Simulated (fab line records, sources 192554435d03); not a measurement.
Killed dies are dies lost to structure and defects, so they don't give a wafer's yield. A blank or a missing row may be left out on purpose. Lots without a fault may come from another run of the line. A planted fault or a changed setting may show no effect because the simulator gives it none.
Which tool did it? | flow n5_finfet | 10 lots, 29 wafers sampled, at 5 steps of a route of 1938

WHAT THE GAUGES READ, wafer by wafer
N5_MOL_CONTACT_COAG_THK_MEAS_29. Usual: MD_CAP_THK 17.90 nm, standard deviation 0.093.
lot  | measured     | on            | MD_CAP_THK (nm)   | flag
L919 | day 5 00:56  | film_metro-01 | 17.93 17.84 17.83 |
L923 | day 6 02:27  | film_metro-02 | 17.91 17.81 17.93 |
L930 | day 7 20:43  | film_metro-02 | 17.98 18.00 17.95 |
L932 | day 8 06:32  | film_metro-02 | 18.02 17.64 17.91 |
L933 | day 8 15:03  | film_metro-01 | 17.86 17.91 17.75 |
L935 | day 9 01:35  | film_metro-02 | 17.81 17.66 17.75 |
L938 | day 10 01:17 | film_metro-02 | 18.01 18.11       |
L939 | day 10 12:02 | film_metro-01 | 17.87 17.75 17.95 |
L941 | day 10 19:19 | film_metro-01 | 17.93 17.92 17.86 |
L942 | day 10 22:10 | film_metro-01 | 17.82 17.88 17.81 |

N5_BEOL_M4_RC_MEAS_101. Usual: DIBL_N 36.7 mV/V, standard deviation 2.6; DIBL_P 36.9 mV/V, standard deviation 2.8; IOFF_N 0.17 nA/um, standard deviation 0.043; IOFF_P 0.22 nA/um, standard deviation 0.05; ION_N 678 uA/um, standard deviation 15; ION_P 465 uA/um, standard deviation 9.2; SS_N 71.6 mV/dec, standard deviation 0.79; SS_P 73.5 mV/dec, standard deviation 0.82; VT_N 250 mV, standard deviation 3.9; VT_P -250 mV, standard deviation 3.7.
lot  | measured     | on        | DIBL_N (mV/V)  | DIBL_P (mV/V)  | IOFF_N (nA/um) | IOFF_P (nA/um) | ION_N (uA/um) | ION_P (uA/um) | SS_N (mV/dec)  | SS_P (mV/dec)  | VT_N (mV)   | VT_P (mV)      | flag
L919 | day 8 08:59  | prober-01 | 34.5 37.9 41.6 | 35.8 39.5 44.6 | 0.14 0.19 0.29 | 0.18 0.24 0.33 | 677 684 692   | 468 463 466   | 71.0 72.8 73.9 | 73.3 74.0 74.8 | 251 251 246 | -254 -250 -247 |
L923 | day 9 05:26  | prober-01 | 35.0 36.3 37.1 | 34.6 36.8 37.3 | 0.14 0.15 0.18 | 0.17 0.19 0.20 | 680 682 694   | 466 467 468   | 70.4 71.4 71.7 | 72.9 72.9 72.9 | 250 250 247 | -253 -254 -253 |
L930 | day 11 11:24 | prober-02 | 39.8 36.6 40.8 | 40.8 36.0 41.0 | 0.22 0.17 0.22 | 0.34 0.24 0.31 | 677 690 681   | 473 480 464   | 71.9 70.8 72.1 | 74.7 73.9 75.0 | 248 248 249 | -245 -247 -243 |
L932 | day 11 23:12 | prober-02 | 38.2 36.6 34.1 | 39.6 37.8 35.4 | 0.21 0.16 0.14 | 0.23 0.18 0.17 | 692 691 674   | 465 458 464   | 71.5 71.5 70.1 | 74.5 72.9 72.3 | 245 250 248 | -251 -254 -256 |
L933 | day 11 12:10 | prober-02 | 40.0 32.8 35.8 | 40.0 32.0 36.8 | 0.21 0.09 0.13 | 0.25 0.13 0.19 | 665 659 650   | 456 453 446   | 72.7 70.2 70.3 | 74.7 72.6 74.1 | 254 257 255 | -250 -260 -254 |
L935 | day 12 05:47 | prober-02 | 37.8 35.0 33.4 | 37.5 35.2 32.9 | 0.18 0.13 0.12 | 0.23 0.20 0.16 | 678 669 667   | 461 467 460   | 71.8 71.2 70.8 | 73.5 72.2 73.3 | 248 251 253 | -250 -251 -252 |
L938 | day 13 12:34 | prober-02 | 33.9 32.4      | 34.0 32.2      | 0.12 0.11      | 0.17 0.16      | 663 675       | 449 465       | 71.5 70.7      | 72.6 71.9      | 252 252     | -251 -254      |
L939 | day 14 00:41 | prober-02 | 38.8 36.5 39.8 | 37.9 35.2 39.3 | 0.20 0.15 0.24 | 0.24 0.21 0.28 | 690 664 703   | 475 454 470   | 71.3 70.6 71.8 | 74.6 73.6 74.4 | 244 251 244 | -248 -248 -248 |
L941 | day 14 00:39 | prober-01 | 31.9 35.5 32.5 | 32.4 36.8 32.3 | 0.11 0.16 0.11 | 0.16 0.20 0.15 | 661 670 652   | 461 451 453   | 70.0 71.8 70.7 | 73.0 73.0 71.9 | 254 248 254 | -252 -249 -255 |
L942 | day 13 21:44 | prober-02 | 36.5 39.4 36.1 | 37.1 40.4 36.5 | 0.14 0.18 0.13 | 0.20 0.25 0.18 | 683 673 667   | 469 464 456   | 71.2 71.8 71.5 | 73.3 74.1 72.9 | 255 252 253 | -253 -251 -253 |

WHICH TOOL RAN EACH LOT (tool, then ch and the chambers of the sampled wafers, then the start)
lot  | N5_MOL_CONTACT_COAG_CONTACT_ETCH_14 | N5_MOL_CONTACT_COAG_ANNEAL_113   | N5_MOL_CONTACT_COAG_ALD_27
L919 | rie_diel-06 ch 1,2,3, day 4 17:13   | rtp_anneal-02 ch 0, day 4 19:52  | ald_sin-02 ch 0,1,2, day 4 23:04
L923 | rie_diel-05 ch 0,1,2, day 5 16:47   | rtp_anneal-02 ch 0, day 5 20:40  | ald_sin-03 ch 0,1,3, day 6 00:35
L930 | rie_diel-05 ch 1,2,3, day 7 12:08   | rtp_anneal-01 ch 0, day 7 16:34  | ald_sin-04 ch 1,3, day 7 18:50
L932 | rie_diel-05 ch 0,1,2, day 7 21:02   | rtp_anneal-01 ch 0, day 8 01:31  | ald_sin-04 ch 0,2,3, day 8 04:40
L933 | rie_diel-06 ch 0,2,3, day 8 05:05   | rtp_anneal-01 ch 0, day 8 08:56  | ald_sin-04 ch 0,1,2, day 8 13:11
L935 | rie_diel-06 ch 0,1, day 8 16:55     | rtp_anneal-01 ch 0, day 8 21:13  | ald_sin-02 ch 0,1,3, day 8 23:43
L938 | rie_diel-05 ch 1,2, day 9 11:43     | rtp_anneal-02 ch 0, day 9 18:24  | ald_sin-02 ch 2,3, day 9 23:25
L939 | rie_diel-06 ch 0,1,3, day 10 02:35  | rtp_anneal-02 ch 0, day 10 05:58 | ald_sin-03 ch 0,1,2, day 10 10:10
L941 | rie_diel-05 ch 0,1,2, day 10 10:06  | rtp_anneal-02 ch 0, day 10 13:11 | ald_sin-03 ch 0,1, day 10 17:27
L942 | rie_diel-05 ch 1,2, day 10 13:42    | rtp_anneal-02 ch 0, day 10 18:11 | ald_sin-04 ch 0,1, day 10 20:10
- N5_MOL_CONTACT_COAG_CONTACT_ETCH_14: etches SiO2 in C4F6/O2, target depth 27.5 nm, overetch 8.5 nm, time 20 s.
- N5_MOL_CONTACT_COAG_ANNEAL_113: time 300 s.
- N5_MOL_CONTACT_COAG_ALD_27: deposits SiOC, target thk 17 nm, pulse time 1.5 s, time 2720 s.

WHAT THE TOOLS THEMSELVES READ (means of the sampled wafers that have a number; where no wafer has one, the mark that the record gives instead)
N5_MOL_CONTACT_COAG_CONTACT_ETCH_14. Usual: bias_w 185.0 W, standard deviation 0.53; drypump_motor_current_A 5.4 A, standard deviation 0.37; oes_product_au 0.66 a.u., standard deviation 0.064; rf_vpp_V 693 V, standard deviation 3.3; showerhead_plenum_p_Torr 2.90 Torr, standard deviation 0.092; throttle_valve_pct 21.21 %, standard deviation 0.18.
lot  | tool        | bias_w (W) | drypump_motor_current_A (A) | oes_product_au (a.u.) | rf_vpp_V (V) | showerhead_plenum_p_Torr (Torr) | throttle_valve_pct (%) | flag
L919 | rie_diel-06 | 185.2      | 5.7                         | 0.67                  | 693          | 2.89                            | 21.29                  |
L923 | rie_diel-05 | 184.7      | 5.3                         | 0.66                  | 695          | 2.96                            | 21.15                  |
L930 | rie_diel-05 | 184.8      | 5.2                         | 0.70                  | 695          | 2.95                            | 21.14                  |
L932 | rie_diel-05 | 184.7      | 5.3                         | 0.65                  | 695          | 2.95                            | 21.18                  |
L933 | rie_diel-06 | 185.3      | 5.6                         | 0.67                  | 691          | 2.86                            | 21.30                  |
L935 | rie_diel-06 | 184.6      | 5.5                         | 0.70                  | 690          | 2.79                            | 21.29                  |
L938 | rie_diel-05 | 184.7      | 5.2                         | 0.66                  | 698          | 3.00                            | 21.15                  |
L939 | rie_diel-06 | 184.9      | 5.6                         | 0.68                  | 692          | 2.86                            | 21.25                  |
L941 | rie_diel-05 | 184.7      | 5.3                         | 0.63                  | 695          | 2.94                            | 21.21                  |
L942 | rie_diel-05 | 185.0      | 5.2                         | 0.67                  | 696          | 3.01                            | 21.10                  |

N5_MOL_CONTACT_COAG_ANNEAL_113. Usual: anneal_temp_c 400.01 C, standard deviation 0.22; lamp_power_pct 2.874 %, standard deviation 0.016; wafer_temp_C_max 402.2, standard deviation 0.56.
lot  | tool          | anneal_temp_c (C) | lamp_power_pct (%) | wafer_temp_C_max | flag
L919 | rtp_anneal-02 | 400.07            | 2.883              | 402.4            |
L923 | rtp_anneal-02 | 399.92            | 2.884              | 401.7            |
L930 | rtp_anneal-01 | 399.88            | 2.848              | 402.6            |
L932 | rtp_anneal-01 | 400.06            | 2.851              | 402.4            |
L933 | rtp_anneal-01 | 399.84            | 2.850              | 402.7            |
L935 | rtp_anneal-01 | 400.20            | 2.847              | 402.5            |
L938 | rtp_anneal-02 | 399.98            | 2.886              | 401.6            |
L939 | rtp_anneal-02 | 399.97            | 2.885              | 402.3            |
L941 | rtp_anneal-02 | 400.00            | 2.885              | 401.3            |
L942 | rtp_anneal-02 | 400.23            | 2.884              | 402.1            |

N5_MOL_CONTACT_COAG_ALD_27. Usual: heater_power_w 865 W, standard deviation 99; precursor_pulse_height_rel 0.999, standard deviation 0.021; run_length_s 2769.9 s, standard deviation 0.56.
lot  | tool       | heater_power_w (W) | precursor_pulse_height_rel | run_length_s (s) | flag
L919 | ald_sin-02 | 951                | 0.996                      | 2770.0           |
L923 | ald_sin-03 | 861                | 0.982                      | 2770.1           |
L930 | ald_sin-04 | 822                | 1.011                      | 2849.2           | OFF
L932 | ald_sin-04 | 751                | 0.989                      | 2849.2           | OFF
L933 | ald_sin-04 | 780                | 1.020                      | 2809.7           | OFF
L935 | ald_sin-02 | 958                | 1.004                      | 2770.0           |
L938 | ald_sin-02 | 944                | 0.981                      | 2770.2           |
L939 | ald_sin-03 | 908                | 1.013                      | 2769.7           |
L941 | ald_sin-03 | 937                | 0.997                      | 2770.0           |
L942 | ald_sin-04 | 817                | 1.018                      | 2769.5           |

THE ANSWER, worked out from the rows above alone
Rule: a lot is off if the mean of its wafers that have a number lies more than 3 standard deviations from the usual mean. A lot without any number at a reading at which 4 lots or more have one is off too. The other lots that the step has rows for count as sound. The gauges are gone through in route order, then the tools' own readings, and for those a lot's mean is taken as printed above. The first step at which some lot is off is used, and at that step the reading that is off furthest; a lot without a number counts as furthest.
Off: L930, L932, L933, at N5_MOL_CONTACT_COAG_ALD_27 (run_length_s).
A tool fits if, at that step or a process step before it, it ran every lot that is off, and no sound lot after the first of them. None of those tried fits.

WHAT THE SIMULATOR HAD PUT IN
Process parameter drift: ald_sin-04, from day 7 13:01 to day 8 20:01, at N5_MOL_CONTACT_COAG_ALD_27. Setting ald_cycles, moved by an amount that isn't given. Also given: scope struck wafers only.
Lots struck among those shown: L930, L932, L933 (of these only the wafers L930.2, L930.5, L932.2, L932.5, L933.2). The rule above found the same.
